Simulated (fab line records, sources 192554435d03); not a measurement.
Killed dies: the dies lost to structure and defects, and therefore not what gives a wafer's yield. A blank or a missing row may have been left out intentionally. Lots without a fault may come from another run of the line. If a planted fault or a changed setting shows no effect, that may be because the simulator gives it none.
A struck lot beside a sound one -- flow n5-finfet -- 16 steps out of a route of 1938
Sound: the wafers L583.2, L583.4, L583.6. Struck: wafer L597.1 (left out: L597.2, a lot-mate that was not struck); the cause follows at the end.
At each step with rows: each side's tool, then ch and its chambers, then its first start. Under that, the readings that differ: sound wafers -- struck wafers -- difference of the means -- sigmas: that difference in standard deviations of wafers without a fault.
alike: a reading whose means differ by less than 2 such deviations, as well as words and numbers matching on both sides. not compared: withheld readings; readings where some wafer has no value; bounds like >300 that might hide an equal value; numbers whose values overlap and for which the record gives no deviation.
The two part at a step that has a row with sigmas, a row that says differs or no value, or rows on one side only. Numbers that have no deviation but don't overlap get no sigmas and don't part them. A reading missing from all wafers of one side parts the sides only when that side holds two or more wafers.

N5_BEOL_M3_CMP_52: polishes, stops on SiOC, t overpolish 6.8 s, target thk 40 nm.
  sound on cmp-04 ch 0,2,3, day 8 20:48; struck on cmp-04 ch 0, day 12 07:38
reading,sound,struck,difference,sigmas
clearing-platen-rpm (rpm),49.991 50.038 49.994,50.055,+0.047,+2
  alike: barrier-field-endpoint-s, motor-current-A, overpolish-run-s, time-to-endpoint-s
N5_BEOL_M3_THK_MEAS_53: measures by xrf.
  sound on film-metro-01, day 8 21:06; struck on film-metro-02, day 12 07:56
  alike: M3_THK
then, 1 step without rows for these wafers: N5_BEOL_M3_PRE_CLEAN_60 (time 15 s).
N5_BEOL_M3_CO_CAP_55: material Co, precursor CCTBA/H2, target thk 2 nm, time 102.1 s.
  sound on cvd-co-02 ch 0,2, day 8 21:16; struck on cvd-co-02 ch 2, day 12 08:04
  alike: heater-power-w
then, 1 step without rows for these wafers: N5_BEOL_M3_PRE_CLEAN_56 (time 15 s).
N5_BEOL_M3_DEP_57: deposits SiCN from 3MS/NH3, target thk 8 nm, time 14 s.
  sound on pecvd-03 ch 0,1, day 8 21:22; struck on pecvd-01 ch 0, day 12 08:11
reading,sound,struck,difference,sigmas
showerhead-plenum-p-Torr (Torr),3.696 3.695 3.692,3.663,-0.031,-2
  alike: throttle-valve-pct
N5_BEOL_M3_RS_MEAS_58: measures by four-point-probe.
  sound on film-metro-02, day 8 21:26; struck on film-metro-01, day 12 08:16
  alike: M3_RS
N5_BEOL_M3_INSPECT_59: inspects for defects (darkfield).
  sound on defect-inspect-02, day 8 21:28; struck on defect-inspect-02, day 12 08:17
  alike: raw-defect-count
N5_BEOL_M4_ILD_DEP_00: deposits SiOC from DEMS/O2, target thk 79 nm, time 15.3 s.
  sound on pecvd-02 ch 1, day 8 21:30; struck on pecvd-04 ch 2, day 12 08:20
reading,sound,struck,difference,sigmas
heater-power-w (W),367 365 364,584,+219,+2
throttle-valve-pct (%),13.0 12.5 12.8,11.2,-1.6,-3
  alike: showerhead-plenum-p-Torr
N5_BEOL_M4_THK_MEAS_01:
  sound on film-metro-01, day 8 21:35; struck on film-metro-02, day 12 08:24
  alike: M4_ILD_THK
then, 1 step without rows for these wafers: N5_BEOL_M4_PECVD_72 (deposits SiO2 from TEOS/O2, target thk 16 nm, time 18 s).
N5_BEOL_M4_HM_DEP_02: deposits TiN, target thk 20 nm.
  sound on pvd-sputter-02, day 8 23:15; struck on pvd-sputter-01, day 12 08:29
  alike: throttle-valve-pct
N5_BEOL_M4_COAT_61: time 60 s, resist thk 60 nm.
  sound on litho-track-04 ch 0, day 8 23:23; struck on litho-track-05 ch 0, day 12 08:37
reading,sound,struck,difference,sigmas
dispense-pressure-kPa (kPa),50 50 50,43,-7,-2
heater-power-total-W (W),502.3 502.3 498.6,528.9,+27.8,+15
run-length-s (s),65.84 65.81 65.82,60.57,-5.25,-24
then, 1 step without rows for these wafers: N5_BEOL_M4_COAT_62 (time 60 s, resist thk 12 nm).
N5_BEOL_M4_RC_MEAS_101:
  sound on prober-02 ch 0, day 9 06:42; struck on prober-01 ch 0, day 13 01:18
reading,sound,struck,difference,sigmas
SS_P (mV/dec),73.7 72.7 73.0,74.6,+1.5,+2
  alike: DIBL_N, DIBL_P, IOFF_N, IOFF_P, ION_N, ION_P, SS_N, VT_N, VT_P
-- record jumps: 4 days separate the struck wafers' starts on either side; left off in module BEOL_M4, taken up again in module PASSIVATION, whose first shown step is the route's number 1936 --
N5_PASSIVATION_PROBE_49:
  sound on prober-01, day 13 23:58; struck on prober-01, day 17 11:00
  alike: defect-limited-yield, killed_at_M0_to_M3, killed_at_M4_up, killed-at-contacts, killed-at-front-end, killed-at-other, killed-dies, killed-open, killed-short, sort_bin_5_function, sort_bin_6_memory, sort-n-pass, sort-yield-pct

## WHERE THEY PART
Earliest at N5_BEOL_M3_CMP_52; latest, in this record, at N5_BEOL_M4_RC_MEAS_101. Later steps at which nothing parts them and some readings are alike: N5_PASSIVATION_PROBE_49.

WHY: what had been put in by the simulator
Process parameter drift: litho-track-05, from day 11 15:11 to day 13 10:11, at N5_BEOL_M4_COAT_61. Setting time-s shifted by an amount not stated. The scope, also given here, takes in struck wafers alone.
